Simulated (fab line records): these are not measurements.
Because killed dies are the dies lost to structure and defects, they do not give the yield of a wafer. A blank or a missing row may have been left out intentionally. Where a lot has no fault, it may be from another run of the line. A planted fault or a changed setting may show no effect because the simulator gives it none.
Struck lot and sound lot, side by side || flow n5Finfet || 14 steps out of a route of 1938
Sound: these wafers, L553.1, L553.2, L553.6. Wafers L549.1, L549.4, L549.6 were the ones struck. Last of all comes the cause.
Order at every step that has rows: each side's tool, ch and its chambers, its first start. Under that, the readings that differ: sound wafers || struck wafers || difference of the means || sigmas: that difference in standard deviations of wafers without a fault.
alike: readings whose means differ by less than 2 such deviations, and words and numbers that are the same on both sides. not compared: withheld readings, readings that some wafer has no value for, bounds like >300 that may hide the same value, and numbers for which the record gives no deviation and whose values overlap.
Wherever a step has rows on one side only, a row that says differs or no value, or a row with sigmas, the two part there. When numbers do not overlap yet have no deviation, they are printed without sigmas and do not part them. A reading missing from all wafers of one side parts the sides only when that side holds two or more wafers.

first, 2 steps without rows for these wafers: N5_BEOL_M5_STRIP_63 (strips in N2/H2); N5_BEOL_M5_STRIP_73 (strips in N2/H2).
N5_BEOL_M5_STRIP_64: strips in CF4.
  sound on rieDiel-06 ch 1,2,3, day 14 20:21; struck on rieDiel-06 ch 0,1,3, day 13 12:21
  alike: drypumpMotorCurrentA, oesProductAu, rfVppV, showerheadPlenumPTorr, throttleValvePct
  not compared: rfHoursCounterH
N5_BEOL_M5_HM_OPEN_17: chemistry Cl2/BCl3, target TiN, target depth 20 nm, overetch 6 nm.
  sound on rieMetal-01 ch 0,1, day 14 20:23; struck on rieMetal-02 ch 0,1, day 13 12:23
  alike: drypumpMotorCurrentA, oesProductAu, throttleValvePct
  not compared: rfHoursCounterH
N5_BEOL_M5_STRIP_19: strips in O2.
  sound on rieDiel-06 ch 0,2,3, day 14 20:30; struck on rieDiel-02 ch 0,2, day 13 12:30
  alike: drypumpMotorCurrentA, oesProductAu, rfVppV, showerheadPlenumPTorr, throttleValvePct
  not compared: rfHoursCounterH
N5_BEOL_M5_CD_MEAS_18: pitch 56 nm, target cd 28 nm.
  sound on cdSem-01 at day 14 20:34; struck on cdSem-01 at day 13 12:34
  alike: cdNm
then, 6 steps without rows for these wafers: N5_BEOL_M5_COAT_65 (time 60 s, resist thk 60 nm); N5_BEOL_M5_COAT_66 (time 60 s, resist thk 12 nm); N5_BEOL_M5_COAT_74 (time 60 s, resist thk 5 nm); N5_BEOL_M5_COAT_22 (resist thk 30 nm); N5_BEOL_M5_EBR_24; N5_BEOL_M5_SOFTBAKE_23 (time 60 s).
N5_BEOL_M5_EXPOSE_25: exposes mask V4, defocus 10 nm.
  struck on euvScanner-01, day 13 14:04; sound on euvScanner-01 ch 0, day 14 21:10
  no value came back on the struck wafers for dipoleOpeningDeg (degrees), exposureDoseMJCm2; on the sound wafers dipoleOpeningDeg (degrees) reads 60 60 60
  alike: mask
then, 1 step without rows for these wafers: N5_BEOL_M5_PEB_26 (peb time 60 s).

== WHERE THEY PART ==
Only at N5_BEOL_M5_EXPOSE_25, as far as this record shows.

WHY: what the simulator had put in
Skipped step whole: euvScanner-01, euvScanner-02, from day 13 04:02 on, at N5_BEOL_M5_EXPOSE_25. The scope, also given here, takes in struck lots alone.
